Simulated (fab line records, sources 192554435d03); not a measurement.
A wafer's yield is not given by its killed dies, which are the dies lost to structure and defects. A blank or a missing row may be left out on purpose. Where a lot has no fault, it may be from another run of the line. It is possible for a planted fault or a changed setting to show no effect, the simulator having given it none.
Which tool did it? + flow n5 finfet + 12 lots with 35 wafers sampled at 3 steps, on a route of 1938 steps

== WHAT THE GAUGES SHOWED, per wafer ==
N5_BEOL_M11_CD_MEAS_35: the cd target is 70 nm.
| lot  | measured     | on        | cd nm (nm)     |
|------|--------------|-----------|----------------|
| L739 | day 9 17:52  | cd sem-02 | 69.8 70.8 70.8 |
| L741 | day 11 01:12 | cd sem-03 | 70.5 71.1 71.1 |
| L743 | day 11 16:45 | cd sem-03 | 70.0 69.0 69.9 |
| L744 | day 11 17:19 | cd sem-01 | 69.5 69.8 69.3 |
| L750 | day 13 02:20 | cd sem-01 | 70.5 70.8 70.4 |
| L751 | day 13 04:56 | cd sem-02 | 70.2 69.7      |
| L752 | day 13 05:15 | cd sem-02 | 69.4 69.6 69.7 |
| L753 | day 14 03:35 | cd sem-01 | 70.4 70.3 69.7 |
| L754 | day 14 04:16 | cd sem-01 | 70.6 70.1 70.7 |
| L756 | day 15 00:41 | cd sem-01 | 70.3 70.1 69.8 |
| L757 | day 15 11:06 | cd sem-02 | 70.4 70.1 69.8 |
| L761 | day 16 13:12 | cd sem-03 | 69.5 69.4 69.3 |

N5_BEOL_M11_INSPECT_58: inspects for defects (darkfield).
| lot  | measured     | on                | raw defect count |
|------|--------------|-------------------|------------------|
| L739 | day 9 21:08  | defect inspect-02 | 53 77 32         |
| L741 | day 11 03:25 | defect inspect-01 | 190 144 106      |
| L743 | day 11 19:11 | defect inspect-02 | 88 58 118        |
| L744 | day 11 20:43 | defect inspect-01 | 71 71 55         |
| L750 | day 13 06:20 | defect inspect-02 | 51 100 61        |
| L751 | day 13 07:19 | defect inspect-01 | 44 62            |
| L752 | day 13 08:06 | defect inspect-01 | 60 66 52         |
| L753 | day 14 05:49 | defect inspect-01 | 71 47 46         |
| L754 | day 14 07:20 | defect inspect-01 | 79 57 71         |
| L756 | day 15 04:52 | defect inspect-02 | 93 88 109        |
| L757 | day 15 13:16 | defect inspect-01 | 105 124 82       |
| L761 | day 16 17:14 | defect inspect-02 | 66 56 110        |

== WHICH TOOL RAN EACH LOT (tool, then ch and the chambers of the sampled wafers, then the start) ==
| lot  | N5_BEOL_M11_ETCH_66                |
|------|------------------------------------|
| L739 | rie diel-06 ch 0,2,3, day 9 17:17  |
| L741 | rie diel-06 ch 1,2, day 11 00:38   |
| L743 | rie diel-06 ch 0,1, day 11 16:11   |
| L744 | rie diel-01 ch 0,3, day 11 16:45   |
| L750 | rie diel-02 ch 1,2,3, day 13 01:46 |
| L751 | rie diel-02 ch 1,3, day 13 04:23   |
| L752 | rie diel-01 ch 1,2,3, day 13 04:41 |
| L753 | rie diel-02 ch 2,3, day 14 03:02   |
| L754 | rie diel-02 ch 1,3, day 14 03:42   |
| L756 | rie diel-01 ch 0,1,2, day 15 00:07 |
| L757 | rie diel-06 ch 1,2,3, day 15 10:32 |
| L761 | rie diel-06 ch 1,2,3, day 16 12:38 |
- N5_BEOL_M11_ETCH_66: etches SOC in N2/H2, target depth 120 nm, overetch 24 nm, time 180 s.

== WHAT THE TOOLS THEMSELVES READ (means of the sampled wafers that have a number; where no wafer has one, the mark that the record gives instead) ==
N5_BEOL_M11_ETCH_66.
| lot  | tool        | drypump motor current A (A) | oes product au (a.u.) | rf vpp V (V) | showerhead plenum p Torr (Torr) | throttle valve pct (%) |
|------|-------------|-----------------------------|-----------------------|--------------|---------------------------------|------------------------|
| L739 | rie diel-06 | 5.8                         | 0.67                  | 521.6        | 2.49                            | 17.56                  |
| L741 | rie diel-06 | 6.3                         | 0.65                  | 526.5        | 2.62                            | 17.78                  |
| L743 | rie diel-06 | 6.1                         | 0.71                  | 523.0        | 2.55                            | 17.58                  |
| L744 | rie diel-01 | 5.0                         | 0.63                  | 523.2        | 2.52                            | 17.81                  |
| L750 | rie diel-02 | 5.9                         | 0.66                  | 523.6        | 2.52                            | 17.79                  |
| L751 | rie diel-02 | 5.8                         | 0.64                  | 524.7        | 2.54                            | 17.80                  |
| L752 | rie diel-01 | 5.1                         | 0.62                  | 521.5        | 2.45                            | 17.67                  |
| L753 | rie diel-02 | 5.7                         | 0.59                  | 524.5        | 2.56                            | 17.92                  |
| L754 | rie diel-02 | 5.9                         | 0.65                  | 523.0        | 2.52                            | 17.75                  |
| L756 | rie diel-01 | 5.5                         | 0.59                  | 523.0        | 2.50                            | 17.85                  |
| L757 | rie diel-06 | 6.1                         | 0.69                  | 524.1        | 2.54                            | 17.60                  |
| L761 | rie diel-06 | 6.1                         | 0.68                  | 524.3        | 2.54                            | 17.62                  |

== THE ANSWER, worked out from the rows above alone ==
Rule: the lots themselves supply what counts as usual. Put in order of their means at a reading, lots are off if they are a third of the lots or fewer, leave a main group of 4 or more, and stand apart from it by a gap of 3 or more times the standard deviation of the main group's means; of several such gaps the widest counts. Not used: any main group whose means are identical at the precision the tables above print for the reading. Also off: a lot with no number at a reading for which 4 or more lots have one. All remaining lots with rows at the step are treated as sound. Order of review: gauges by route order, followed by the tools' own readings, for which a lot's mean as printed above is used. At the first step where some lot is off, the reading lying furthest off is the one used; lots without a number count as furthest.
Nothing can be told from this: no lot is off at any reading shown.

== WHAT THE SIMULATOR PUT IN ==
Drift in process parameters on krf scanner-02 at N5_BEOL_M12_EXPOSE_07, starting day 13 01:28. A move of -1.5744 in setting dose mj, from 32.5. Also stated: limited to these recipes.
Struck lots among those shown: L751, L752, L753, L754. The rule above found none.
